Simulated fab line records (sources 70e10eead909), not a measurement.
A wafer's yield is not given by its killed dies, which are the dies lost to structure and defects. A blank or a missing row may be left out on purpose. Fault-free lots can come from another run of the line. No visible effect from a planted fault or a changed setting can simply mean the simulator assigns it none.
Which of the tools did it? || flow nand_harc || Sampling: 7 lots, 21 wafers, 3 of 1302 route steps

## WHAT THE GAUGES READ, wafer by wafer
NHARC_THIN_TSV_CD_MEAS_33: target cd 5000 nm.
{"lot": "L937", "measured": "day 25 10:12", "on": "cd_sem-02", "cd_nm (nm)": "5001.9 5001.5 5001.4"}
{"lot": "L942", "measured": "day 26 19:57", "on": "cd_sem-02", "cd_nm (nm)": "4997.3 5002.3 4998.6"}
{"lot": "L944", "measured": "day 28 22:28", "on": "cd_sem-02", "cd_nm (nm)": "5000.8 5000.2 4998.3"}
{"lot": "L947", "measured": "day 29 23:35", "on": "cd_sem-02", "cd_nm (nm)": "5006.7 5003.9 5002.4"}
{"lot": "L949", "measured": "day 30 08:10", "on": "cd_sem-02", "cd_nm (nm)": "5001.4 4999.0 5000.9"}
{"lot": "L954", "measured": "day 32 08:19", "on": "cd_sem-01", "cd_nm (nm)": "4999.0 4998.1 4998.8"}
{"lot": "L958", "measured": "day 33 13:11", "on": "cd_sem-03", "cd_nm (nm)": "5001.9 5001.2 5001.6"}

## WHAT TOOL EACH LOT RAN ON (gives the tool, then ch and the chambers of the sampled wafers, and finally the start)
{"lot": "L937", "NHARC_THIN_TSV_ANNEAL_52": "rtp_anneal-01 ch 0, day 25 08:23", "NHARC_THIN_TSV_PRE_CLEAN_54": "pvd_sputter-01, day 25 09:15"}
{"lot": "L942", "NHARC_THIN_TSV_ANNEAL_52": "rtp_anneal-02 ch 0, day 26 17:58", "NHARC_THIN_TSV_PRE_CLEAN_54": "pvd_sputter-03, day 26 18:52"}
{"lot": "L944", "NHARC_THIN_TSV_ANNEAL_52": "rtp_anneal-02 ch 0, day 28 20:29", "NHARC_THIN_TSV_PRE_CLEAN_54": "pvd_sputter-01, day 28 21:23"}
{"lot": "L947", "NHARC_THIN_TSV_ANNEAL_52": "rtp_anneal-02 ch 0, day 29 21:42", "NHARC_THIN_TSV_PRE_CLEAN_54": "pvd_sputter-03, day 29 22:32"}
{"lot": "L949", "NHARC_THIN_TSV_ANNEAL_52": "rtp_anneal-01 ch 0, day 30 06:13", "NHARC_THIN_TSV_PRE_CLEAN_54": "pvd_sputter-03, day 30 07:06"}
{"lot": "L954", "NHARC_THIN_TSV_ANNEAL_52": "rtp_anneal-01 ch 0, day 32 06:26", "NHARC_THIN_TSV_PRE_CLEAN_54": "pvd_sputter-03, day 32 07:15"}
{"lot": "L958", "NHARC_THIN_TSV_ANNEAL_52": "rtp_anneal-02 ch 0, day 33 11:20", "NHARC_THIN_TSV_PRE_CLEAN_54": "pvd_sputter-03, day 33 12:07"}
- NHARC_THIN_TSV_ANNEAL_52: time 90 s.
- NHARC_THIN_TSV_PRE_CLEAN_54: time 30 s.

## THE ANSWER, worked out from the rows above alone
Rule: the usual values come from the lots themselves. Put in order of their means at a reading, lots are off if they are a third of the lots or fewer, leave a main group of 4 or more, and stand apart from it by a gap of 3 or more times the standard deviation of the main group's means; of several such gaps the widest counts. Not used: any main group whose means are identical at the precision the tables above print for the reading. A lot without any number at a reading at which 4 lots or more have one is off too. Where the step has rows for the other lots, those lots are counted as sound.
None of the lots is off at any reading shown; this tells nothing.

## WHAT HAD BEEN PUT IN BY THE SIMULATOR
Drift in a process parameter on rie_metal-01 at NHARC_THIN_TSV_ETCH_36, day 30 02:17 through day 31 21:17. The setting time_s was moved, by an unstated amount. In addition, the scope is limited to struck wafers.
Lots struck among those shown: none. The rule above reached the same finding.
